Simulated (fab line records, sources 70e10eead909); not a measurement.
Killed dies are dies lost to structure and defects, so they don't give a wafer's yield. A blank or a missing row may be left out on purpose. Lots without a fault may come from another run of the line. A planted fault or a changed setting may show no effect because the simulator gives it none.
Which tool did it? | flow nand_harc | 10 lots, 30 wafers sampled, at 4 steps of a route of 1302

WHAT THE GAUGES READ, wafer by wafer
NHARC_A_SGD_CUT_THK_MEAS_22: measures by ellipsometry.
lot  | measured     | on            | thk_nm (nm)
L587 | day 19 16:18 | film_metro-02 | 147.4 147.8 149.6
L598 | day 23 13:55 | film_metro-02 | 147.1 148.0 127.6
L601 | day 25 10:44 | film_metro-02 | 146.6 150.4 150.2
L603 | day 26 16:23 | film_metro-02 | 148.9 149.4 148.5
L606 | day 27 09:02 | film_metro-02 | 149.3 148.5 148.0
L605 | day 27 13:42 | film_metro-01 | 144.8 148.8 147.3
L608 | day 28 02:51 | film_metro-02 | 149.4 148.6 149.5
L607 | day 28 02:51 | film_metro-01 | 148.9 146.1 148.7
L609 | day 28 10:36 | film_metro-02 | 146.2 148.3 152.6
L610 | day 29 04:23 | film_metro-01 | 148.1 145.8 149.5

WHICH TOOL RAN EACH LOT (tool, then ch and the chambers of the sampled wafers, then the start)
lot  | NHARC_A_STAIRCASE_STRIP_475                   | NHARC_A_STAIRCASE_CMP_472     | NHARC_A_SGD_CUT_DEP_20
L587 | rie_diel-13 ch 0,2,3, day 19 09:11 or earlier | cmp-04 ch 0,2,3, day 19 09:11 | fcvd-01 ch 0,1, day 19 11:37
L598 | rie_diel-13 ch 0,1,2, day 23 06:32 or earlier | cmp-02 ch 1,2,3, day 23 06:32 | fcvd-02 ch 0,1, day 23 09:11
L601 | rie_diel-13 ch 0,2, day 25 03:38 or earlier   | cmp-04 ch 1,2,3, day 25 03:38 | fcvd-01 ch 0,1, day 25 06:05
L603 | rie_diel-02 ch 0,1,3, day 26 09:10 or earlier | cmp-01 ch 1,2,3, day 26 09:10 | fcvd-01 ch 0,1, day 26 11:35
L606 | rie_diel-13 ch 0,1,2, day 26 23:43 or earlier | cmp-01 ch 1,3, day 26 23:43   | fcvd-02 ch 0,1, day 27 02:08
L605 | rie_diel-03 ch 1,2,3, day 27 06:00 or earlier | cmp-04 ch 1,2, day 27 06:00   | fcvd-01 ch 0,1, day 27 08:29
L608 | rie_diel-02 ch 0,1,3, day 27 16:40 or earlier | cmp-04 ch 0,1,3, day 27 16:40 | fcvd-01 ch 0,1, day 27 19:08
L607 | rie_diel-02 ch 0,1, day 27 16:46 or earlier   | cmp-02 ch 1,2,3, day 27 16:46 | fcvd-01 ch 0,1, day 27 19:13
L609 | rie_diel-03 ch 0,3, day 28 00:05 or earlier   | cmp-01 ch 0,3, day 28 00:05   | fcvd-01 ch 0,1, day 28 02:32
L610 | rie_diel-02 ch 0,1,2, day 28 19:32 or earlier | cmp-02 ch 1,2,3, day 28 19:32 | fcvd-02 ch 0,1, day 28 21:59
- NHARC_A_STAIRCASE_STRIP_475: strips in O2, time 20 s.
- NHARC_A_STAIRCASE_CMP_472: polishes SiO2.
- NHARC_A_SGD_CUT_DEP_20: deposits SiO2, target thk 150 nm.

THE ANSWER, worked out from the rows above alone
Rule: what is usual is taken from the lots themselves. Put in order of their means at a reading, lots are off if they are a third of the lots or fewer, leave a main group of 4 or more, and stand apart from it by a gap of 3 or more times the standard deviation of the main group's means; of several such gaps the widest counts. A main group whose means are all the same, to the digits that the tables above print for the reading, isn't used. A lot without any number at a reading at which 4 lots or more have one is off too. The other lots that the step has rows for count as sound.
Off: L598, at NHARC_A_SGD_CUT_THK_MEAS_22 (thk_nm). The main group: mean 148.4 nm, standard deviation 0.7.
A tool fits if, at a process step before that reading, it ran every lot that is off, and no sound lot after the first of them. The gauges at NHARC_A_SGD_CUT_THK_MEAS_22 are tried like those tools. NHARC_A_STAIRCASE_STRIP_475 gives no start for some lots, so the hours and the order of its lots are those of NHARC_A_STAIRCASE_CMP_472. None of those tried fits.

WHAT THE SIMULATOR HAD PUT IN
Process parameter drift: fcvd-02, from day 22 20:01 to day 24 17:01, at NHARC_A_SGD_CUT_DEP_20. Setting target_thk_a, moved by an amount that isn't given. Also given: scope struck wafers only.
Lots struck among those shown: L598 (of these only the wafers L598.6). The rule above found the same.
